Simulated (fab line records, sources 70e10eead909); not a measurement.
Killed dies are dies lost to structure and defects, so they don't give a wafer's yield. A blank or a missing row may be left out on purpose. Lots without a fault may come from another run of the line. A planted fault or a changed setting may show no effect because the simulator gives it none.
Which tool did it? | flow nand_harc | 12 lots, 36 wafers sampled, at 4 steps of a route of 1302

WHAT THE GAUGES READ, wafer by wafer
The record holds no reading of a measuring or inspecting step that can be judged against a usual standard deviation.

WHICH TOOL RAN EACH LOT (tool, then ch and the chambers of the sampled wafers, then the start)
lot  | NHARC_A_CHANNEL_HOLE_D1_DESCUM_15  | NHARC_A_CHANNEL_HOLE_D1_ETCH_38    | NHARC_A_CHANNEL_HOLE_D1_XSEM_31 | NHARC_A_CHANNEL_FILL_D1_ALD_02
L841 | rie_diel-06 ch 1,2,3, day 8 20:59  | rie_diel-06 ch 0,1,3, day 8 21:05  | xsem-01 ch 0, day 9 06:04       | ald_hk-03 ch 0,2,3, day 9 06:22
L842 | rie_diel-12 ch 1,2, day 9 02:47    | rie_diel-12 ch 1,2, day 9 02:54    | xsem-02 ch 0, day 9 09:57       | ald_hk-03 ch 0,1,3, day 9 10:27
L843 | rie_diel-12 ch 0,3, day 9 13:45    | rie_diel-12 ch 0,1, day 9 13:51    | xsem-02 ch 0, day 9 20:33       | ald_hk-04 ch 0,2,3, day 9 20:59
L844 | rie_diel-12 ch 0,2,3, day 12 15:03 | rie_diel-12 ch 0,1,3, day 12 15:08 | xsem-02 ch 0, day 12 21:56      | ald_hk-03 ch 0,1,3, day 12 22:22
L847 | rie_diel-12 ch 0,2, day 12 16:14   | rie_diel-12 ch 1,3, day 12 16:19   | xsem-01 ch 0, day 13 01:55      | ald_hk-04 ch 0,1,3, day 13 02:12
L850 | rie_diel-10 ch 0,1,3, day 12 21:43 | rie_diel-10 ch 2,3, day 12 21:48   | xsem-02 ch 0, day 13 06:11      | ald_hk-04 ch 0,1,2, day 13 06:28
L851 | rie_diel-12 ch 2,3, day 13 03:23   | rie_diel-12 ch 0,2, day 13 03:29   | xsem-01 ch 0, day 13 22:50      | ald_hk-03 ch 0,1,2, day 13 23:12
L845 | rie_diel-10 ch 0,3, day 13 03:32   | rie_diel-10 ch 1,2,3, day 13 03:37 | xsem-01 ch 0, day 13 17:51      | ald_hk-03 ch 2,3, day 13 18:08
L857 | rie_diel-12 ch 0,1,2, day 15 02:08 | rie_diel-12 ch 0,1,3, day 15 02:13 | xsem-02 ch 0, day 15 09:19      | ald_hk-02 ch 0,1, day 15 09:37
L859 | rie_diel-10 ch 1,2,3, day 16 02:32 | rie_diel-10 ch 0,1,3, day 16 02:37 | xsem-01 ch 0, day 16 09:21      | ald_hk-04 ch 0,1,2, day 16 09:43
L861 | rie_diel-12 ch 1,2,3, day 17 18:14 | rie_diel-12 ch 0,1,2, day 17 18:20 | xsem-02 ch 0, day 18 01:43      | ald_hk-04 ch 0,2, day 18 02:05
L863 | rie_diel-12 ch 0,1, day 18 07:17   | rie_diel-12 ch 0,1,3, day 18 07:22 | xsem-02 ch 0, day 19 06:13      | ald_hk-03 ch 0,1,2, day 19 06:35
- NHARC_A_CHANNEL_HOLE_D1_DESCUM_15: chemistry O2, time 3 s.
- NHARC_A_CHANNEL_HOLE_D1_ETCH_38: etches the open film in CF4, target depth 39 nm, time 65 s.
- NHARC_A_CHANNEL_HOLE_D1_XSEM_31
- NHARC_A_CHANNEL_FILL_D1_ALD_02: deposits SiO2, target thk 6 nm, pulse time 10 s, ald cycles 60.

WHAT THE TOOLS THEMSELVES READ (means of the sampled wafers that have a number; where no wafer has one, the mark that the record gives instead)
NHARC_A_CHANNEL_HOLE_D1_DESCUM_15. Usual: drypump_motor_current_A 5.8 A, standard deviation 0.43; oes_product_au 0.998 a.u., standard deviation 0.0097; rf_vpp_V 57.8 V, standard deviation 0.93; showerhead_plenum_p_Torr 1.89 Torr, standard deviation 0.068; throttle_valve_pct 11.312 %, standard deviation 0.0095.
lot  | tool        | drypump_motor_current_A (A) | oes_product_au (a.u.) | rf_vpp_V (V) | showerhead_plenum_p_Torr (Torr) | throttle_valve_pct (%) | flag
L841 | rie_diel-06 | 5.9                         | 0.995                 | 57.4         | 1.89                            | 11.315                 |
L842 | rie_diel-12 | 5.6                         | 1.005                 | 58.1         | 1.91                            | 11.312                 |
L843 | rie_diel-12 | 6.0                         | 0.991                 | 57.4         | 1.83                            | 11.314                 |
L844 | rie_diel-12 | 5.9                         | 0.993                 | 57.8         | 1.89                            | 11.312                 |
L847 | rie_diel-12 | 6.0                         | 0.999                 | 57.2         | 1.91                            | 11.320                 |
L850 | rie_diel-10 | 5.5                         | 1.016                 | 58.6         | 1.90                            | 11.314                 |
L851 | rie_diel-12 | 5.7                         | 0.985                 | 58.5         | 1.87                            | 11.329                 |
L845 | rie_diel-10 | 5.4                         | 1.010                 | 58.8         | 1.98                            | 11.303                 |
L857 | rie_diel-12 | 5.8                         | 0.991                 | 58.1         | 1.91                            | 11.315                 |
L859 | rie_diel-10 | 5.4                         | 1.011                 | 58.2         | 1.89                            | 11.315                 |
L861 | rie_diel-12 | 5.6                         | 1.000                 | 57.3         | 1.89                            | 11.314                 |
L863 | rie_diel-12 | 5.9                         | 0.992                 | 57.7         | 1.88                            | 11.312                 |

NHARC_A_CHANNEL_HOLE_D1_ETCH_38. Usual: drypump_motor_current_A 5.8 A, standard deviation 0.42; oes_product_au 0.997 a.u., standard deviation 0.0087; rf_vpp_V 151.0 V, standard deviation 1.1; showerhead_plenum_p_Torr 1.75 Torr, standard deviation 0.059; throttle_valve_pct 13.284 %, standard deviation 0.0092.
lot  | tool        | drypump_motor_current_A (A) | oes_product_au (a.u.) | rf_vpp_V (V) | showerhead_plenum_p_Torr (Torr) | throttle_valve_pct (%) | flag
L841 | rie_diel-06 | 6.1                         | 1.001                 | 151.4        | 1.77                            | 13.288                 |
L842 | rie_diel-12 | 5.4                         | 0.990                 | 151.6        | 1.80                            | 13.275                 |
L843 | rie_diel-12 | 5.9                         | 1.000                 | 150.8        | 1.74                            | 13.281                 |
L844 | rie_diel-12 | 6.0                         | 0.993                 | 150.6        | 1.72                            | 13.279                 |
L847 | rie_diel-12 | 5.8                         | 1.000                 | 150.9        | 1.72                            | 13.292                 |
L850 | rie_diel-10 | 5.3                         | 1.002                 | 152.0        | 1.81                            | 13.273                 |
L851 | rie_diel-12 | 6.0                         | 0.997                 | 151.0        | 1.76                            | 13.287                 |
L845 | rie_diel-10 | 5.4                         | 1.008                 | 151.5        | 1.75                            | 13.285                 |
L857 | rie_diel-12 | 6.0                         | 1.002                 | 150.6        | 1.72                            | 13.294                 |
L859 | rie_diel-10 | 5.5                         | 1.004                 | 150.3        | 1.75                            | 13.280                 |
L861 | rie_diel-12 | 5.8                         | 0.996                 | 150.9        | 1.76                            | 13.287                 |
L863 | rie_diel-12 | 6.0                         | 1.004                 | 150.5        | 1.71                            | 13.282                 |

NHARC_A_CHANNEL_HOLE_D1_XSEM_31. Usual: bot_cd_nm 74.1 nm, standard deviation 1.3; bow_nm 8.67 nm, standard deviation 0.25; tilt_deg 0.08 degrees, standard deviation 0.035.
lot  | tool    | bot_cd_nm (nm) | bow_nm (nm) | tilt_deg (degrees) | flag
L841 | xsem-01 | 73.6           | 8.83        | 0.09               |
L842 | xsem-02 | 74.4           | 8.39        | 0.04               |
L843 | xsem-02 | 72.3           | 8.77        | 0.09               |
L844 | xsem-02 | 73.8           | 8.92        | 0.02               |
L847 | xsem-01 | 74.1           | 8.88        | 0.09               |
L850 | xsem-02 | 75.5           | 8.63        | 0.09               |
L851 | xsem-01 | 72.1           | 8.60        | 0.00               |
L845 | xsem-01 | 73.2           | 9.02        | 0.01               |
L857 | xsem-02 | 74.1           | 7.97        | 0.10               |
L859 | xsem-01 | 75.4           | 8.86        | 0.08               |
L861 | xsem-02 | 75.6           | 9.12        | 0.12               |
L863 | xsem-02 | 73.8           | 8.36        | 0.11               |

NHARC_A_CHANNEL_FILL_D1_ALD_02. Usual: heater_power_w 481 W, standard deviation 55; precursor_pulse_height_rel 0.997, standard deviation 0.02.
lot  | tool      | heater_power_w (W) | precursor_pulse_height_rel | flag
L841 | ald_hk-03 | 520                | 1.006                      |
L842 | ald_hk-03 | 526                | 0.983                      |
L843 | ald_hk-04 | 456                | 1.005                      |
L844 | ald_hk-03 | 524                | 1.005                      |
L847 | ald_hk-04 | 444                | 0.979                      |
L850 | ald_hk-04 | 467                | 0.987                      |
L851 | ald_hk-03 | 497                | 0.993                      |
L845 | ald_hk-03 | 585                | 1.007                      |
L857 | ald_hk-02 | 433                | 0.982                      |
L859 | ald_hk-04 | 470                | 1.010                      |
L861 | ald_hk-04 | 464                | 0.999                      |
L863 | ald_hk-03 | 519                | 0.997                      |

THE ANSWER, worked out from the rows above alone
Rule: a lot is off if the mean of its wafers that have a number lies more than 3 standard deviations from the usual mean. A lot without any number at a reading at which 4 lots or more have one is off too. The other lots that the step has rows for count as sound. The gauges are gone through in route order, then the tools' own readings, and for those a lot's mean is taken as printed above. The first step at which some lot is off is used, and at that step the reading that is off furthest; a lot without a number counts as furthest.
No lot is off at any reading shown: from this, nothing can be told.

WHAT THE SIMULATOR HAD PUT IN
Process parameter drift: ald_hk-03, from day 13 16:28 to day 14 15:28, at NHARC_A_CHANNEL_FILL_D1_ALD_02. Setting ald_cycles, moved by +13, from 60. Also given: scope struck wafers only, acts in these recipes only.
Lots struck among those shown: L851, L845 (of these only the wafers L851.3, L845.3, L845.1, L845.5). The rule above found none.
